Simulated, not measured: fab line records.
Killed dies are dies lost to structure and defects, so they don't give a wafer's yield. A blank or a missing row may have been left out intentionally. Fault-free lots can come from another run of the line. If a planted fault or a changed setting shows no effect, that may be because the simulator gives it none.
The tool behind it: which one? :: flow nand harc :: Sampling: 24 lots, 72 wafers, 3 of 1159 route steps

== WHAT THE GAUGES SHOWED, per wafer ==
NHARC_A_CONTACT_INSPECT_10.
lot: L074
measured: day 17 12:55
on: defect inspect-02
raw defect count: 10 6 13

lot: L075
measured: day 17 14:11
on: defect inspect-02
raw defect count: 27 23 31

lot: L077
measured: day 17 17:09
on: defect inspect-02
raw defect count: 13 21 25

lot: L076
measured: day 17 17:18
on: defect inspect-02
raw defect count: 17 18 21

lot: L078
measured: day 18 04:44
on: defect inspect-02
raw defect count: 28 38 31

lot: L081
measured: day 18 17:27
on: defect inspect-02
raw defect count: 25 26 18

lot: L080
measured: day 18 18:52
on: defect inspect-02
raw defect count: 35 29 27

lot: L079
measured: day 19 00:39
on: defect inspect-01
raw defect count: 6 7 5

lot: L083
measured: day 19 05:59
on: defect inspect-01
raw defect count: 31 25 31

lot: L082
measured: day 19 07:16
on: defect inspect-02
raw defect count: 24 26 22

lot: L084
measured: day 19 18:09
on: defect inspect-02
raw defect count: 38 40 46

lot: L085
measured: day 19 21:46
on: defect inspect-02
raw defect count: 50 59 61

lot: L088
measured: day 19 23:34
on: defect inspect-02
raw defect count: 21 31 33

lot: L087
measured: day 20 08:25
on: defect inspect-01
raw defect count: 48 46 50

lot: L086
measured: day 20 09:27
on: defect inspect-02
raw defect count: 19 22 12

lot: L090
measured: day 21 07:49
on: defect inspect-02
raw defect count: 21 23 25

lot: L089
measured: day 21 08:11
on: defect inspect-01
raw defect count: 36 45 45

lot: L091
measured: day 21 18:55
on: defect inspect-02
raw defect count: 52 31 43

lot: L094
measured: day 22 01:32
on: defect inspect-01
raw defect count: 67 60 49

lot: L092
measured: day 22 02:45
on: defect inspect-01
raw defect count: 14 11 21

lot: L093
measured: day 22 07:26
on: defect inspect-01
raw defect count: 60 55 83

lot: L096
measured: day 22 11:10
on: defect inspect-01
raw defect count: 27 61 47

lot: L097
measured: day 22 12:23
on: defect inspect-01
raw defect count: 38 38 32

lot: L095
measured: day 22 16:26
on: defect inspect-01
raw defect count: 31 27 23

== EACH LOT AND THE TOOL THAT RAN IT (in order: tool; ch and the chambers of the sampled wafers; start) ==
lot: L074
NHARC_A_CONTACT_ETCH_106: rie diel-05 ch 0,1,3, day 17 07:59
NHARC_A_CONTACT_DEP_85: pecvd-01 ch 0,1, day 17 12:04

lot: L075
NHARC_A_CONTACT_ETCH_106: rie diel-05 ch 0,2,3, day 17 10:19
NHARC_A_CONTACT_DEP_85: pecvd-04 ch 0,2, day 17 13:20

lot: L077
NHARC_A_CONTACT_ETCH_106: rie diel-05 ch 1,2,3, day 17 13:10
NHARC_A_CONTACT_DEP_85: pecvd-03 ch 1,2, day 17 16:17

lot: L076
NHARC_A_CONTACT_ETCH_106: rie diel-04 ch 0,1,2, day 17 14:13
NHARC_A_CONTACT_DEP_85: pecvd-01 ch 1,2, day 17 16:22

lot: L078
NHARC_A_CONTACT_ETCH_106: rie diel-02 ch 0,1,3, day 17 22:50
NHARC_A_CONTACT_DEP_85: pecvd-03 ch 0,1,2, day 18 03:53

lot: L081
NHARC_A_CONTACT_ETCH_106: rie diel-05 ch 0,2,3, day 18 12:38
NHARC_A_CONTACT_DEP_85: pecvd-03 ch 1,2, day 18 16:35

lot: L080
NHARC_A_CONTACT_ETCH_106: rie diel-04 ch 0,3, day 18 16:01
NHARC_A_CONTACT_DEP_85: pecvd-03 ch 0,2, day 18 17:59

lot: L079
NHARC_A_CONTACT_ETCH_106: rie diel-02 ch 0,2,3, day 18 21:46
NHARC_A_CONTACT_DEP_85: pecvd-01 ch 0,1, day 18 23:56

lot: L083
NHARC_A_CONTACT_ETCH_106: rie diel-04 ch 0,1,2, day 19 03:13
NHARC_A_CONTACT_DEP_85: pecvd-03 ch 0,2, day 19 05:08

lot: L082
NHARC_A_CONTACT_ETCH_106: rie diel-02 ch 0,1,3, day 19 04:37
NHARC_A_CONTACT_DEP_85: pecvd-03 ch 0,1, day 19 06:32

lot: L084
NHARC_A_CONTACT_ETCH_106: rie diel-05 ch 0,2,3, day 19 13:28
NHARC_A_CONTACT_DEP_85: pecvd-04 ch 0,1,2, day 19 17:18

lot: L085
NHARC_A_CONTACT_ETCH_106: rie diel-04 ch 0,1,3, day 19 18:48
NHARC_A_CONTACT_DEP_85: pecvd-04 ch 0,1,2, day 19 21:01

lot: L088
NHARC_A_CONTACT_ETCH_106: rie diel-04 ch 0,1,3, day 19 20:50
NHARC_A_CONTACT_DEP_85: pecvd-03 ch 0,1,2, day 19 22:48

lot: L087
NHARC_A_CONTACT_ETCH_106: rie diel-04 ch 0,1, day 20 05:44
NHARC_A_CONTACT_DEP_85: pecvd-04 ch 0,2, day 20 07:43

lot: L086
NHARC_A_CONTACT_ETCH_106: rie diel-04 ch 0,1, day 20 06:26
NHARC_A_CONTACT_DEP_85: pecvd-03 ch 0,1, day 20 08:46

lot: L090
NHARC_A_CONTACT_ETCH_106: rie diel-04 ch 0,1,2, day 20 22:22
NHARC_A_CONTACT_DEP_85: pecvd-03 ch 0,1,2, day 21 06:58

lot: L089
NHARC_A_CONTACT_ETCH_106: rie diel-04 ch 1,2,3, day 21 00:42
NHARC_A_CONTACT_DEP_85: pecvd-03 ch 0,1,2, day 21 07:28

lot: L091
NHARC_A_CONTACT_ETCH_106: rie diel-02 ch 0,1, day 21 16:09
NHARC_A_CONTACT_DEP_85: pecvd-03 ch 0,1,2, day 21 18:07

lot: L094
NHARC_A_CONTACT_ETCH_106: rie diel-04 ch 0,1,2, day 21 20:17
NHARC_A_CONTACT_DEP_85: pecvd-01 ch 1,2, day 22 00:39

lot: L092
NHARC_A_CONTACT_ETCH_106: rie diel-05 ch 0,2,3, day 21 21:55
NHARC_A_CONTACT_DEP_85: pecvd-04 ch 0,1, day 22 01:55

lot: L093
NHARC_A_CONTACT_ETCH_106: rie diel-05 ch 0,3, day 22 04:02
NHARC_A_CONTACT_DEP_85: pecvd-04 ch 0,2, day 22 06:43

lot: L096
NHARC_A_CONTACT_ETCH_106: rie diel-04 ch 1,2,3, day 22 07:56
NHARC_A_CONTACT_DEP_85: pecvd-03 ch 0,2, day 22 10:20

lot: L097
NHARC_A_CONTACT_ETCH_106: rie diel-05 ch 0,1,3, day 22 09:44
NHARC_A_CONTACT_DEP_85: pecvd-01 ch 0,1, day 22 11:38

lot: L095
NHARC_A_CONTACT_ETCH_106: rie diel-04 ch 1,3, day 22 13:49
NHARC_A_CONTACT_DEP_85: pecvd-01 ch 0,1, day 22 15:43
- NHARC_A_CONTACT_ETCH_106: etches the open film in CF4/O2, target depth 60 nm, overetch 6 nm, time 33 s.
- NHARC_A_CONTACT_DEP_85: deposits SiON, target thk 50 nm.

== WHAT THE TOOLS THEMSELVES READ (means of the sampled wafers that have a number; where no wafer has one, the mark that the record gives instead) ==
NHARC_A_CONTACT_ETCH_106.
lot: L074
tool: rie diel-05
chamber pressure mTorr (mTorr): 30.02
drypump motor current A (A): 6.1
oes product au (a.u.): 1.007
rf vpp V (V): 197.4
showerhead plenum p Torr (Torr): 1.33
throttle valve pct (%): 13.409

lot: L075
tool: rie diel-05
chamber pressure mTorr (mTorr): 29.98
drypump motor current A (A): 6.2
oes product au (a.u.): 1.003
rf vpp V (V): 198.3
showerhead plenum p Torr (Torr): 1.36
throttle valve pct (%): 13.398

lot: L077
tool: rie diel-05
chamber pressure mTorr (mTorr): 30.03
drypump motor current A (A): 6.2
oes product au (a.u.): 1.004
rf vpp V (V): 198.7
showerhead plenum p Torr (Torr): 1.35
throttle valve pct (%): 13.400

lot: L076
tool: rie diel-04
chamber pressure mTorr (mTorr): 30.01
drypump motor current A (A): 5.7
oes product au (a.u.): 1.006
rf vpp V (V): 198.2
showerhead plenum p Torr (Torr): 1.33
throttle valve pct (%): 13.405

lot: L078
tool: rie diel-02
chamber pressure mTorr (mTorr): 30.00
drypump motor current A (A): 6.1
oes product au (a.u.): 1.002
rf vpp V (V): 196.2
showerhead plenum p Torr (Torr): 1.24
throttle valve pct (%): 13.400

lot: L081
tool: rie diel-05
chamber pressure mTorr (mTorr): 29.95
drypump motor current A (A): 6.2
oes product au (a.u.): 1.006
rf vpp V (V): 198.0
showerhead plenum p Torr (Torr): 1.35
throttle valve pct (%): 13.389

lot: L080
tool: rie diel-04
chamber pressure mTorr (mTorr): 30.01
drypump motor current A (A): 5.8
oes product au (a.u.): 1.004
rf vpp V (V): 197.0
showerhead plenum p Torr (Torr): 1.31
throttle valve pct (%): 13.396

lot: L079
tool: rie diel-02
chamber pressure mTorr (mTorr): 30.00
drypump motor current A (A): 5.8
oes product au (a.u.): 1.001
rf vpp V (V): 195.9
showerhead plenum p Torr (Torr): 1.26
throttle valve pct (%): 13.399

lot: L083
tool: rie diel-04
chamber pressure mTorr (mTorr): 30.02
drypump motor current A (A): 5.6
oes product au (a.u.): 0.998
rf vpp V (V): 198.5
showerhead plenum p Torr (Torr): 1.33
throttle valve pct (%): 13.395

lot: L082
tool: rie diel-02
chamber pressure mTorr (mTorr): 29.99
drypump motor current A (A): 6.1
oes product au (a.u.): 1.001
rf vpp V (V): 196.0
showerhead plenum p Torr (Torr): 1.24
throttle valve pct (%): 13.399

lot: L084
tool: rie diel-05
chamber pressure mTorr (mTorr): 30.00
drypump motor current A (A): 6.2
oes product au (a.u.): 1.001
rf vpp V (V): 198.9
showerhead plenum p Torr (Torr): 1.35
throttle valve pct (%): 13.401

lot: L085
tool: rie diel-04
chamber pressure mTorr (mTorr): 29.98
drypump motor current A (A): 5.5
oes product au (a.u.): 1.002
rf vpp V (V): 197.7
showerhead plenum p Torr (Torr): 1.29
throttle valve pct (%): 13.388

lot: L088
tool: rie diel-04
chamber pressure mTorr (mTorr): 30.01
drypump motor current A (A): 5.5
oes product au (a.u.): 0.994
rf vpp V (V): 197.2
showerhead plenum p Torr (Torr): 1.29
throttle valve pct (%): 13.398

lot: L087
tool: rie diel-04
chamber pressure mTorr (mTorr): 29.96
drypump motor current A (A): 6.0
oes product au (a.u.): 0.995
rf vpp V (V): 197.2
showerhead plenum p Torr (Torr): 1.32
throttle valve pct (%): 13.400

lot: L086
tool: rie diel-04
chamber pressure mTorr (mTorr): 29.98
drypump motor current A (A): 5.7
oes product au (a.u.): 1.006
rf vpp V (V): 197.1
showerhead plenum p Torr (Torr): 1.29
throttle valve pct (%): 13.398

lot: L090
tool: rie diel-04
chamber pressure mTorr (mTorr): 30.00
drypump motor current A (A): 5.6
oes product au (a.u.): 0.992
rf vpp V (V): 198.7
showerhead plenum p Torr (Torr): 1.33
throttle valve pct (%): 13.408

lot: L089
tool: rie diel-04
chamber pressure mTorr (mTorr): 30.02
drypump motor current A (A): 5.1
oes product au (a.u.): 0.991
rf vpp V (V): 196.7
showerhead plenum p Torr (Torr): 1.30
throttle valve pct (%): 13.392

lot: L091
tool: rie diel-02
chamber pressure mTorr (mTorr): 29.98
drypump motor current A (A): 6.1
oes product au (a.u.): 1.000
rf vpp V (V): 195.2
showerhead plenum p Torr (Torr): 1.23
throttle valve pct (%): 13.396

lot: L094
tool: rie diel-04
chamber pressure mTorr (mTorr): 30.00
drypump motor current A (A): 5.6
oes product au (a.u.): 0.998
rf vpp V (V): 197.8
showerhead plenum p Torr (Torr): 1.33
throttle valve pct (%): 13.400

lot: L092
tool: rie diel-05
chamber pressure mTorr (mTorr): 30.00
drypump motor current A (A): 6.2
oes product au (a.u.): 1.001
rf vpp V (V): 197.9
showerhead plenum p Torr (Torr): 1.35
throttle valve pct (%): 13.394

lot: L093
tool: rie diel-05
chamber pressure mTorr (mTorr): 30.01
drypump motor current A (A): 6.3
oes product au (a.u.): 1.006
rf vpp V (V): 197.5
showerhead plenum p Torr (Torr): 1.32
throttle valve pct (%): 13.395

lot: L096
tool: rie diel-04
chamber pressure mTorr (mTorr): 30.01
drypump motor current A (A): 5.1
oes product au (a.u.): 1.002
rf vpp V (V): 197.5
showerhead plenum p Torr (Torr): 1.30
throttle valve pct (%): 13.400

lot: L097
tool: rie diel-05
chamber pressure mTorr (mTorr): 30.00
drypump motor current A (A): 6.1
oes product au (a.u.): 0.999
rf vpp V (V): 197.1
showerhead plenum p Torr (Torr): 1.32
throttle valve pct (%): 13.400

lot: L095
tool: rie diel-04
chamber pressure mTorr (mTorr): 29.97
drypump motor current A (A): 5.1
oes product au (a.u.): 1.007
rf vpp V (V): 196.0
showerhead plenum p Torr (Torr): 1.26
throttle valve pct (%): 13.401

NHARC_A_CONTACT_DEP_85.
lot: L074
tool: pecvd-01
heater power outer w (W): 435
heater power w (W): 693

lot: L075
tool: pecvd-04
heater power outer w (W): 428
heater power w (W): 722

lot: L077
tool: pecvd-03
heater power outer w (W): 469
heater power w (W): 783

lot: L076
tool: pecvd-01
heater power outer w (W): 349
heater power w (W): 581

lot: L078
tool: pecvd-03
heater power outer w (W): 441
heater power w (W): 722

lot: L081
tool: pecvd-03
heater power outer w (W): 457
heater power w (W): 791

lot: L080
tool: pecvd-03
heater power outer w (W): 423
heater power w (W): 692

lot: L079
tool: pecvd-01
heater power outer w (W): 459
heater power w (W): 697

lot: L083
tool: pecvd-03
heater power outer w (W): 432
heater power w (W): 726

lot: L082
tool: pecvd-03
heater power outer w (W): 454
heater power w (W): 720

lot: L084
tool: pecvd-04
heater power outer w (W): 445
heater power w (W): 732

lot: L085
tool: pecvd-04
heater power outer w (W): 441
heater power w (W): 730

lot: L088
tool: pecvd-03
heater power outer w (W): 481
heater power w (W): 783

lot: L087
tool: pecvd-04
heater power outer w (W): 426
heater power w (W): 707

lot: L086
tool: pecvd-03
heater power outer w (W): 461
heater power w (W): 748

lot: L090
tool: pecvd-03
heater power outer w (W): 423
heater power w (W): 711

lot: L089
tool: pecvd-03
heater power outer w (W): 492
heater power w (W): 788

lot: L091
tool: pecvd-03
heater power outer w (W): 458
heater power w (W): 761

lot: L094
tool: pecvd-01
heater power outer w (W): 374
heater power w (W): 634

lot: L092
tool: pecvd-04
heater power outer w (W): 438
heater power w (W): 705

lot: L093
tool: pecvd-04
heater power outer w (W): 468
heater power w (W): 774

lot: L096
tool: pecvd-03
heater power outer w (W): 440
heater power w (W): 698

lot: L097
tool: pecvd-01
heater power outer w (W): 453
heater power w (W): 685

lot: L095
tool: pecvd-01
heater power outer w (W): 459
heater power w (W): 703

== THE ANSWER, worked out from the rows above alone ==
Rule: the lots themselves supply what counts as usual. Put in order of their means at a reading, lots are off if they are a third of the lots or fewer, leave a main group of 4 or more, and stand apart from it by a gap of 3 or more times the standard deviation of the main group's means; of several such gaps the widest counts. The tables above print the reading to a certain number of digits; a main group whose means all agree to those digits is not used. Also off: a lot with no number at a reading for which 4 or more lots have one. Where the step has rows for the other lots, those lots are counted as sound. The gauges are gone through in route order, then the tools' own readings, and for those a lot's mean is taken as printed above. At the first step where some lot is off, the reading lying furthest off is the one used; lots without a number count as furthest.
No lot is off at any reading shown: from this, nothing can be told.

== WHAT THE SIMULATOR HAD INSERTED ==
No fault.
